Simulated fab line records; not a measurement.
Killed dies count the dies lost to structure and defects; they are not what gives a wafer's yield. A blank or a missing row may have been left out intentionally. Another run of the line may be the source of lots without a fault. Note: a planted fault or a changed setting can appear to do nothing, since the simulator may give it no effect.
The tool behind it: which one? / flow nand-harc / 11 lots, 33 wafers sampled, at 5 steps of a route of 1302

== WHAT THE GAUGES SHOWED, per wafer ==
NHARC_END_SORT_01.
lot=L448; measured=day 26 20:33; on=prober-02; killed-at-array=51 59 57
lot=L459; measured=day 30 19:23; on=prober-01; killed-at-array=29 52 40

== WHICH TOOL RAN EACH LOT (tool, then ch and the chambers of the sampled wafers, then the start) ==
lot=L442; NHARC_A_STAIRCASE_ETCH_271=rie-diel-11 ch 0,2,3, day 16 19:19; NHARC_A_STAIRCASE_ETCH_292=rie-diel-03 ch 0,1,3, day 17 05:05; NHARC_A_STAIRCASE_DEP_301=pecvd-04 ch 0,1, day 17 10:00; NHARC_A_STAIRCASE_ETCH_315=rie-diel-03 ch 0,1, no start
lot=L445; NHARC_A_STAIRCASE_ETCH_271=rie-diel-02 ch 0,1,2, day 17 22:29; NHARC_A_STAIRCASE_ETCH_292=rie-diel-11 ch 0,1,3, day 18 07:06; NHARC_A_STAIRCASE_DEP_301=pecvd-04 ch 0,1,2, day 18 11:28; NHARC_A_STAIRCASE_ETCH_315=rie-diel-11 ch 0,2,3, no start
lot=L447; NHARC_A_STAIRCASE_ETCH_271=rie-diel-11 ch 1,3, day 18 08:56; NHARC_A_STAIRCASE_ETCH_292=rie-diel-03 ch 0,2,3, day 18 15:11; NHARC_A_STAIRCASE_DEP_301=pecvd-01 ch 0,2, day 18 19:23; NHARC_A_STAIRCASE_ETCH_315=rie-diel-02 ch 1,2,3, no start
lot=L448; NHARC_A_STAIRCASE_ETCH_271=rie-diel-02 ch 0,1,3, day 18 18:29; NHARC_A_STAIRCASE_ETCH_292=rie-diel-03 ch 0,2,3, day 19 02:35; NHARC_A_STAIRCASE_DEP_301=pecvd-01 ch 1,2, day 19 06:40; NHARC_A_STAIRCASE_ETCH_315=rie-diel-11 ch 1,2,3, day 26 20:33 or earlier
lot=L451; NHARC_A_STAIRCASE_ETCH_271=rie-diel-02 ch 0,1,3, day 20 06:17; NHARC_A_STAIRCASE_ETCH_292=rie-diel-11 ch 0,2, day 20 14:36; NHARC_A_STAIRCASE_DEP_301=pecvd-04 ch 0,1,2, day 20 18:48; NHARC_A_STAIRCASE_ETCH_315=rie-diel-02 ch 1,2,3, no start
lot=L457; NHARC_A_STAIRCASE_ETCH_271=rie-diel-11 ch 0,2, day 22 09:56; NHARC_A_STAIRCASE_ETCH_292=rie-diel-02 ch 1,3, day 22 16:44; NHARC_A_STAIRCASE_DEP_301=pecvd-04 ch 0,1, day 22 20:47; NHARC_A_STAIRCASE_ETCH_315=rie-diel-03 ch 2,3, no start
lot=L456; NHARC_A_STAIRCASE_ETCH_271=rie-diel-02 ch 1,2,3, day 22 10:16; NHARC_A_STAIRCASE_ETCH_292=rie-diel-03 ch 0,2,3, day 22 18:28; NHARC_A_STAIRCASE_DEP_301=pecvd-04 ch 0,2, day 23 01:34; NHARC_A_STAIRCASE_ETCH_315=rie-diel-02 ch 1,2, no start
lot=L459; NHARC_A_STAIRCASE_ETCH_271=rie-diel-11 ch 1,2, day 23 03:56; NHARC_A_STAIRCASE_ETCH_292=rie-diel-03 ch 2,3, day 23 11:56; NHARC_A_STAIRCASE_DEP_301=pecvd-03 ch 0,1,2, day 23 17:47; NHARC_A_STAIRCASE_ETCH_315=rie-diel-03 ch 0,1,3, day 30 19:23 or earlier
lot=L462; NHARC_A_STAIRCASE_ETCH_271=rie-diel-11 ch 0,2,3, day 25 02:07; NHARC_A_STAIRCASE_ETCH_292=rie-diel-11 ch 0,2,3, day 25 07:59; NHARC_A_STAIRCASE_DEP_301=pecvd-01 ch 0,1,2, day 25 14:06; NHARC_A_STAIRCASE_ETCH_315=rie-diel-11 ch 1,2, no start
lot=L463; NHARC_A_STAIRCASE_ETCH_271=rie-diel-02 ch 0,1,3, day 25 05:01; NHARC_A_STAIRCASE_ETCH_292=rie-diel-03 ch 0,1,3, day 25 14:14; NHARC_A_STAIRCASE_DEP_301=pecvd-01 ch 0,2, day 25 18:37; NHARC_A_STAIRCASE_ETCH_315=rie-diel-03 ch 0,2, no start
lot=L464; NHARC_A_STAIRCASE_ETCH_271=rie-diel-11 ch 0,1,3, day 25 21:20; NHARC_A_STAIRCASE_ETCH_292=rie-diel-02 ch 0,3, day 26 03:13; NHARC_A_STAIRCASE_DEP_301=pecvd-03 ch 1,2, day 26 07:31; NHARC_A_STAIRCASE_ETCH_315=rie-diel-11 ch 0,1,3, no start
- NHARC_A_STAIRCASE_ETCH_271: etches the open film in CF4/CHF3.
- NHARC_A_STAIRCASE_ETCH_292: etches the open film in CF4/CHF3.
- NHARC_A_STAIRCASE_DEP_301: deposits SiON, target thk 30 nm.
- NHARC_A_STAIRCASE_ETCH_315: etches the open film in C4F8/O2/Ar, target depth 2500 nm, time 607.1 s.

== THE ANSWER, worked out from the rows above alone ==
Rule: usual is defined by the lots themselves. Put in order of their means at a reading, lots are off if they are a third of the lots or fewer, leave a main group of 4 or more, and stand apart from it by a gap of 3 or more times the standard deviation of the main group's means; of several such gaps the widest counts. The tables above print the reading to a certain number of digits; a main group whose means all agree to those digits is not used. A lot without any number at a reading at which 4 lots or more have one is off too. The other lots that the step has rows for count as sound.
Nothing can be told from this: no lot is off at any reading shown.

== WHAT HAD BEEN PUT IN BY THE SIMULATOR ==
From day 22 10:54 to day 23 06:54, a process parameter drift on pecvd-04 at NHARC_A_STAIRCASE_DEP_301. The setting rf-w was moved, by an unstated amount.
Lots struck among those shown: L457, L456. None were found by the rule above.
